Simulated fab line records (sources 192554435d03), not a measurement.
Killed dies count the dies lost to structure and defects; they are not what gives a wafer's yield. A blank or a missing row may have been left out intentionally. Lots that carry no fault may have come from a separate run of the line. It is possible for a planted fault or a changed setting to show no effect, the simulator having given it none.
A struck lot beside a sound one	flow n5 finfet	36 out of 1938 route steps
Sound: the wafers L847.1, L847.3, L847.4. Struck: wafer L841.5. (L841.4 of the same lot was not struck and is left out.) The cause comes at the end.
Each step with rows lists, per side, the tool, then ch with its chambers, then its first start. Under that, the readings that differ: sound wafers	struck wafers	difference of the means	sigmas: that difference in standard deviations of wafers without a fault.
alike: a reading whose means differ by less than 2 such deviations, as well as words and numbers matching on both sides. not compared: withheld readings; readings where some wafer has no value; bounds like >300 that might hide an equal value; numbers whose values overlap and for which the record gives no deviation.
The two part at a step that has a row with sigmas, a row that says differs or no value, or rows on one side only. Non-overlapping numbers with no deviation appear without sigmas and do not part them. A reading that every wafer of one side lacks parts them only if that side has two wafers or more.

first, 9 steps without rows for these wafers: N5_BEOL_M7_ALD_77 (deposits TaN, target thk 2 nm, pulse time 2 s, purge time 3 s); N5_BEOL_M7_SURFACE_TREAT_79; N5_BEOL_M7_CVD_78 (deposits Co from CCTBA/H2, target thk 2 nm, time 142.3 s); N5_BEOL_M7_SPUTTER_48 (material Cu, target thk 10 nm, time 1.667 s); N5_BEOL_M7_ECD_50 (material Cu, target thk 300 nm); N5_BEOL_M7_ANNEAL_51 (time 90 s); N5_BEOL_M7_CMP_52 (polishes, stops on SiCOH lowk, t overpolish 6.9 s, target thk 80 nm); N5_BEOL_M7_PRE_CLEAN_55 (time 15 s); N5_BEOL_M7_DEP_56 (deposits SiCN from 3MS/NH3, target thk 10 nm, time 17.5 s).
N5_BEOL_M8_ILD_DEP_00: deposits SiCOH lowk from DEMS/porogen, target thk 179.75 nm, time 33.4 s.
  sound on pecvd-01 ch 0,1, day 13 23:25; struck on pecvd-03 ch 2, day 12 18:33
reading	sound	struck	difference	sigmas
model.SiCOH_lowk_of_BEOL_M8_ILD_DEP_00.thk nm (nm)	180.8 179.6 184	171.6	-9.9	
  alike: heater power w, showerhead plenum p Torr, throttle valve pct
  not compared: rf fwd power W
then, 1 step without rows for these wafers: N5_BEOL_M8_CURE_74 (cures SiCOH lowk, time 240 s).
N5_BEOL_M8_THK_MEAS_01:
  sound: film metro-01 at day 13 23:59; struck: film metro-01 at day 12 19:07
reading	sound	struck	difference	sigmas
M8_ILD_THK (nm)	156.0 154.9 158.8	147.8	-8.8	-4
then, 23 steps without rows for these wafers: N5_BEOL_M8_PECVD_70 (deposits SiO2 from TEOS/O2, target thk 20 nm, time 22.7 s); N5_BEOL_M8_HM_DEP_02 (deposits TiN, target thk 20 nm); N5_BEOL_M8_COAT_59 (time 60 s, resist thk 100 nm); N5_BEOL_M8_COAT_60 (time 60 s, resist thk 35 nm); N5_BEOL_M8_COAT_05 (resist thk 90 nm); N5_BEOL_M8_EBR_07; N5_BEOL_M8_SOFTBAKE_06 (time 60 s); N5_BEOL_M8_EXPOSE_08 (exposes mask M8); N5_BEOL_M8_PEB_09 (peb time 60 s); N5_BEOL_M8_DEVELOP_10 (develop time 30 s); N5_BEOL_M8_DESCUM_16 (chemistry O2, time 7.9 s); N5_BEOL_M8_ETCH_61 (etches SiARC in CF4, target depth 45.5 nm, time 75.8 s); N5_BEOL_M8_ETCH_62 (etches SOC in N2/H2, target depth 110 nm, overetch 22 nm, time 165 s); N5_BEOL_M8_STRIP_68 (strips in N2/H2); N5_BEOL_M8_STRIP_67 (strips in CF4); N5_BEOL_M8_HM_OPEN_17 (chemistry Cl2/BCl3, target TiN, target depth 20 nm, overetch 6 nm); N5_BEOL_M8_STRIP_19 (strips in O2); N5_BEOL_M8_COAT_63 (time 60 s, resist thk 60 nm); N5_BEOL_M8_COAT_64 (time 60 s, resist thk 12 nm); N5_BEOL_M8_COAT_71 (time 60 s, resist thk 5 nm); N5_BEOL_M8_COAT_22 (resist thk 30 nm); N5_BEOL_M8_EBR_24; N5_BEOL_M8_SOFTBAKE_23 (time 60 s).
N5_BEOL_M8_CMP_52: polishes, stops on SiCOH lowk, t overpolish 6.9 s, target thk 80 nm.
  sound on cmp-04 ch 0,1,2, day 14 05:37; struck on cmp-04 ch 2, day 13 02:37
reading	sound	struck	difference	sigmas
model.SiCOH_lowk_of_BEOL_M8_ILD_DEP_00.thk nm (nm)	153 152 155.8	144.8	-8.8	
  alike: motor current A, slurry flow ml min

WHERE THEY PART
Within this record, at N5_BEOL_M8_THK_MEAS_01 only. Later steps at which nothing parts them and some readings are alike: N5_BEOL_M8_CMP_52.

WHY: what had been put in by the simulator
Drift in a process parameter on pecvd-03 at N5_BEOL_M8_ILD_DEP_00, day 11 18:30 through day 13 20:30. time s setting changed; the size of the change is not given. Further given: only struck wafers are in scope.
